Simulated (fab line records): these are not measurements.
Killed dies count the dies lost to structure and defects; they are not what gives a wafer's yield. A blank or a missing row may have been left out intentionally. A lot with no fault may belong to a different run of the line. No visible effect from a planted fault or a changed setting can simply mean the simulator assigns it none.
Struck lot and sound lot, side by side + flow nandHarc + 14 out of 1159 route steps
Sound: the wafers L754.2, L754.3, L754.4. Struck: wafers L757.1, L757.5 (left out: L757.6, a lot-mate that was not struck); the cause follows at the end.
Per side, at each step with rows, come the tool, then ch with its chambers, and then its first start. Under that, the readings that differ: sound wafers + struck wafers + difference of the means + sigmas: that difference in standard deviations of wafers without a fault.
alike: readings whose means differ by less than 2 such deviations, and words and numbers that are the same on both sides. not compared: withheld readings, readings that some wafer has no value for, bounds like >300 that may hide the same value, and numbers for which the record gives no deviation and whose values overlap.
The two part at a step that has a row with sigmas, a row that says differs or no value, or rows on one side only. Numbers that don't overlap but have no deviation are shown without sigmas and don't part them. A reading missing from all wafers of one side parts the sides only when that side holds two or more wafers.

first, 2 steps without rows for these wafers: NHARC_A_WL_FILL_CVD_03 (deposits W, target thk 40 nm, time 3302 s); NHARC_A_WL_FILL_ETCHBACK_04 (etches the open film in NF3, target depth 60 nm, time 120 s).
NHARC_A_WL_FILL_ETCHBACK_05: etches the open film in Cl2/BCl3, target depth 22 nm, time 60 s.
  sound on rieMetal-02 ch 0,1, day 17 15:38; struck on rieMetal-02 ch 0,1, day 18 19:38
  alike: drypumpMotorCurrentA, oesProductAu, tempC
  not compared: rfHoursCounterH
NHARC_A_WL_FILL_STRIP_27: strips in N2/H2, time 20 s.
  sound on plasmaAsher-02 ch 0,1, day 17 15:46; struck on plasmaAsher-02 ch 0,1, day 18 19:48
  alike: drypumpMotorCurrentA, heaterPowerW, tempC
  not compared: rfHoursCounterH
then, 4 steps without rows for these wafers: NHARC_A_WL_FILL_STRIP_28 (strips in post etch residue remover, time 1200 s); NHARC_A_WL_FILL_PRECLEAN_06 (cleans in DIW, time 300 s); NHARC_A_WL_FILL_SRD_07; NHARC_A_WL_FILL_ANNEAL_08 (time 1800 s).
NHARC_A_WL_FILL_ALD_10: deposits SiO2, target thk 50 nm, pulse time 10 s, ald cycles 500.
  sound on aldHk-02 ch 0,2,3, day 17 20:59; struck on aldHk-03 ch 0,1, day 19 00:08
  alike: heaterPowerW, precursorPulseHeightRel
NHARC_A_WL_FILL_ETCHBACK_16: etches the open film in C4F8/O2/Ar, target depth 88 nm, time 17.6 s.
  sound: rieDiel-04 ch 0,3; struck: rieDiel-04 ch 1,3
  alike: biasW, oesProductAu, rfVppV
  not compared: rfHoursCounterH
NHARC_A_WL_FILL_STRIP_29: strips in O2, time 20 s.
  sound on rieDiel-04 ch 0,3, day 18 01:47; struck on rieDiel-04 ch 3, day 19 04:20
  alike: drypumpMotorCurrentA, o2FlowSccm, oesProductAu, rfVppV, showerheadPlenumPTorr, throttleValvePct
  not compared: rfHoursCounterH
NHARC_A_WL_FILL_ETCHBACK_17: etches the open film in Cl2/BCl3, target depth 4 nm, time 26.7 s.
  sound on rieMetal-03 ch 0,1, day 18 01:54; struck on rieMetal-03 ch 0,1, day 19 04:26
| reading             | sound             | struck      | difference | sigmas |
|---------------------|-------------------|-------------|------------|--------|
| oesProductAu (a.u.) | 0.983 0.997 1.000 | 0.849 0.839 | -0.149     | -15    |
  alike: drypumpMotorCurrentA
  not compared: rfHoursCounterH
then, 2 steps without rows for these wafers: NHARC_A_WL_FILL_PRECLEAN_18 (cleans in dHF, time 30 s); NHARC_END_SORT_01.

## WHERE THEY PART
At NHARC_A_WL_FILL_ETCHBACK_17 and nowhere else, as far as this record goes.

WHY: what had been put in by the simulator
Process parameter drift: rieMetal-03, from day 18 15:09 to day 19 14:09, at NHARC_A_WL_FILL_ETCHBACK_17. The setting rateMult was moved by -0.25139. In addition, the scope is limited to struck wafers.
